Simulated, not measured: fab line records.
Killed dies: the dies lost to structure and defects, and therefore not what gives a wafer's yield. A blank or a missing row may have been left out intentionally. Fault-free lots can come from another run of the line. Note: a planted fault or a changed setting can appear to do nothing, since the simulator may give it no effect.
Matching of chambers + flow nand-harc + pecvd-01 running NHARC_P_M0_PRE_CLEAN_31: 3 sister chambers
The step time 12 s. 22 wafers are shown with their chamber, then 11 later ones without.

## WAFERS, EACH WITH ITS CHAMBER
| wafer  | chamber | heater-power-w (W) | heater-power-outer-w (W) | susceptor-temp-C (C) |
|--------|---------|--------------------|--------------------------|----------------------|
| L078.1 | 2       | 544                | 333                      | 370.18               |
| L078.3 | 1       | 641                | 368                      | 370.03               |
| L078.5 | 0       | 592                | 354                      | 370.16               |
| L079.2 | 0       | 537                | 323                      | 370.00               |
| L079.5 | 1       | 694                | 404                      | 369.95               |
| L079.6 | 2       | 622                | 385                      | 370.12               |
| L082.1 | 0       | 574                | 346                      | 370.03               |
| L082.5 | 1       | 699                | 416                      | 370.07               |
| L082.6 | 0       | 587                | 335                      | 369.96               |
| L081.2 | 0       | 535                | 302                      | 370.03               |
| L081.5 | 1       | 671                | 393                      | 369.77               |
| L081.6 | 2       | 562                | 348                      | 369.95               |
| L083.1 | 2       | 653                | 396                      | 370.40               |
| L083.2 | 0       | 489                | 281                      | 370.08               |
| L083.3 | 1       | 712                | 401                      | 370.08               |
| L087.1 | 2       | 648                | 390                      | 370.22               |
| L087.4 | 0       | 593                | 345                      | 370.12               |
| L087.6 | 1       | 690                | 398                      | 370.04               |
| L091.1 | 0       | 535                | 310                      | 369.96               |
| L091.3 | 1       | 637                | 349                      | 370.08               |
| L091.5 | 0       | 545                | 307                      | 369.85               |
| L090.4 | 2       | 605                | 357                      | 369.77               |

SIGNATURES, as means of the wafers listed above
| reading              | chamber 0 | chamber 1 | chamber 2 | scatter within a chamber |
|----------------------|-----------|-----------|-----------|--------------------------|
| heater-power-w       | 554.11    | 677.71    | 605.67    | 36.2                     |
| heater-power-outer-w | 322.56    | 389.86    | 368.17    | 24.4                     |
| susceptor-temp-C     | 370.0211  | 370.0029  | 370.1067  | 0.143                    |
Rule: for a wafer and a chamber, the distance is found by dividing, reading by reading, the gap between the wafer's reading and the chamber's mean by the reading's scatter, squaring, summing and taking the root. If the next closest chamber is less than 2 further off than the closest, the wafer can't be placed; otherwise it belongs to the closest. The scatter: the root of (the sum of the squares of (reading less its chamber's mean) over the shown wafers, divided by (wafers less chambers)).

## WAFERS WITH NO CHAMBER GIVEN
| wafer  | heater-power-w (W) | heater-power-outer-w (W) | susceptor-temp-C (C) |
|--------|--------------------|--------------------------|----------------------|
| L090.5 | 635                | 364                      | 370.06               |
| L090.6 | 546                | 315                      | 369.99               |
| L095.1 | 506                | 314                      | 370.05               |
| L095.2 | 518                | 302                      | 370.58               |
| L095.4 | 507                | 305                      | 370.23               |
| L096.2 | 575                | 362                      | 370.03               |
| L096.3 | 750                | 437                      | 370.22               |
| L096.4 | 724                | 437                      | 369.81               |
| L097.1 | 588                | 370                      | 369.90               |
| L097.4 | 683                | 405                      | 369.81               |
| L097.5 | 499                | 286                      | 370.39               |

## CHAMBER TAKEN BY EACH
| wafer  | from the rows above          | in truth                   |
|--------|------------------------------|----------------------------|
| L090.5 | can't be placed: 2 or 1 or 0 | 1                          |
| L090.6 | 0                            | 0                          |
| L095.1 | 0                            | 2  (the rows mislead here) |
| L095.2 | can't be placed: 0 or 2      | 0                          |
| L095.4 | can't be placed: 0 or 2      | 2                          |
| L096.2 | can't be placed: 2 or 0      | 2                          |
| L096.3 | can't be placed: 1 or 2      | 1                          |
| L096.4 | 1                            | 1                          |
| L097.1 | can't be placed: 2 or 0 or 1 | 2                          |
| L097.4 | can't be placed: 1 or 2      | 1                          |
| L097.5 | can't be placed: 0 or 2      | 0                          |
Placed correctly: 2 of 11. Can't be placed from these rows: 8 (the true chamber is among the candidates in 8). Number placed wrongly: 1.
